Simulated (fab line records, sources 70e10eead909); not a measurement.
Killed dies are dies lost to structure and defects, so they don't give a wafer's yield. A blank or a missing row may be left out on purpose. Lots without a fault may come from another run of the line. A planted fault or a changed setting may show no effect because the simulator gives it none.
Which tool did it? | flow nand_harc | 11 lots, 33 wafers sampled, at 4 steps of a route of 1159

WHAT THE GAUGES READ, wafer by wafer
NHARC_P_M1_CD_MEAS_09: target cd 130 nm.
lot  | measured     | on        | cd_nm (nm)
L794 | day 6 18:52  | cd_sem-03 | 130.3 130.7 129.7
L793 | day 6 19:31  | cd_sem-01 | 130.1 130.1 131.5
L792 | day 6 22:41  | cd_sem-03 | 130.1 130.1 130.9
L796 | day 7 13:35  | cd_sem-03 | 129.8 129.0 129.6
L803 | day 9 04:16  | cd_sem-03 | 141.3 139.8 141.0
L802 | day 9 14:01  | cd_sem-02 | 141.6 142.4 141.2
L808 | day 10 03:31 | cd_sem-02 | 129.4 130.6 129.9
L810 | day 10 12:43 | cd_sem-01 | 129.4 130.0 130.3
L809 | day 10 13:21 | cd_sem-03 | 131.0 131.7 130.1
L811 | day 10 18:53 | cd_sem-01 | 130.8 130.1 130.8
L813 | day 11 06:09 | cd_sem-02 | 129.1 129.8 129.2

WHICH TOOL RAN EACH LOT (tool, then ch and the chambers of the sampled wafers, then the start)
lot  | NHARC_P_M0_PRE_CLEAN_29                 | NHARC_P_M0_ANNEAL_30             | NHARC_P_M1_PEB_07
L794 | pvd_sputter-01, day 6 16:46 or earlier  | rtp_anneal-02 ch 0, day 6 16:46  | litho_track-06 ch 0, day 6 18:47
L793 | pvd_sputter-01, day 6 17:22 or earlier  | rtp_anneal-02 ch 0, day 6 17:22  | litho_track-01 ch 0, day 6 19:26
L792 | pvd_sputter-01, day 6 20:37 or earlier  | rtp_anneal-02 ch 0, day 6 20:37  | litho_track-01 ch 0, day 6 22:37
L796 | pvd_sputter-01, day 7 11:25 or earlier  | rtp_anneal-01 ch 0, day 7 11:25  | litho_track-01 ch 0, day 7 13:31
L803 | pvd_sputter-02, day 9 02:05 or earlier  | rtp_anneal-02 ch 0, day 9 02:05  | litho_track-01 ch 0, day 9 04:11
L802 | pvd_sputter-03, day 9 11:55 or earlier  | rtp_anneal-02 ch 0, day 9 11:55  | litho_track-01 ch 0, day 9 13:56
L808 | pvd_sputter-01, day 10 01:03 or earlier | rtp_anneal-01 ch 0, day 10 01:03 | litho_track-04 ch 0, day 10 03:26
L810 | pvd_sputter-02, day 10 10:32 or earlier | rtp_anneal-02 ch 0, day 10 10:32 | litho_track-04 ch 0, day 10 12:38
L809 | pvd_sputter-01, day 10 11:08 or earlier | rtp_anneal-01 ch 0, day 10 11:08 | litho_track-06 ch 0, day 10 13:16
L811 | pvd_sputter-02, day 10 16:41 or earlier | rtp_anneal-01 ch 0, day 10 16:41 | litho_track-06 ch 0, day 10 18:49
L813 | pvd_sputter-03, day 11 03:55 or earlier | rtp_anneal-02 ch 0, day 11 03:55 | litho_track-06 ch 0, day 11 06:04
- NHARC_P_M0_PRE_CLEAN_29: time 30 s.
- NHARC_P_M0_ANNEAL_30: time 90 s.
- NHARC_P_M1_PEB_07: peb time 65 s.

THE ANSWER, worked out from the rows above alone
Rule: what is usual is taken from the lots themselves. Put in order of their means at a reading, lots are off if they are a third of the lots or fewer, leave a main group of 4 or more, and stand apart from it by a gap of 3 or more times the standard deviation of the main group's means; of several such gaps the widest counts. A main group whose means are all the same, to the digits that the tables above print for the reading, isn't used. A lot without any number at a reading at which 4 lots or more have one is off too. The other lots that the step has rows for count as sound.
Off: L803, L802, at NHARC_P_M1_CD_MEAS_09 (cd_nm). The main group: mean 130.2 nm, standard deviation 0.49.
A tool fits if, at a process step before that reading, it ran every lot that is off, and no sound lot after the first of them. The gauges at NHARC_P_M1_CD_MEAS_09 are tried like those tools. NHARC_P_M0_PRE_CLEAN_29 gives no start for some lots, so the hours and the order of its lots are those of NHARC_P_M0_ANNEAL_30. One fits: litho_track-01 at NHARC_P_M1_PEB_07. Its last sound lot is L796 (day 7 13:31), its first lot that is off L803 (day 9 04:11): a fault that began between those two fits.

WHAT THE SIMULATOR HAD PUT IN
Process parameter drift: litho_track-01, from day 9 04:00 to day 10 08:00, at NHARC_P_M1_PEB_07. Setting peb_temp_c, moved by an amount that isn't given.
Lots struck among those shown: L803, L802. The rule above found the same.
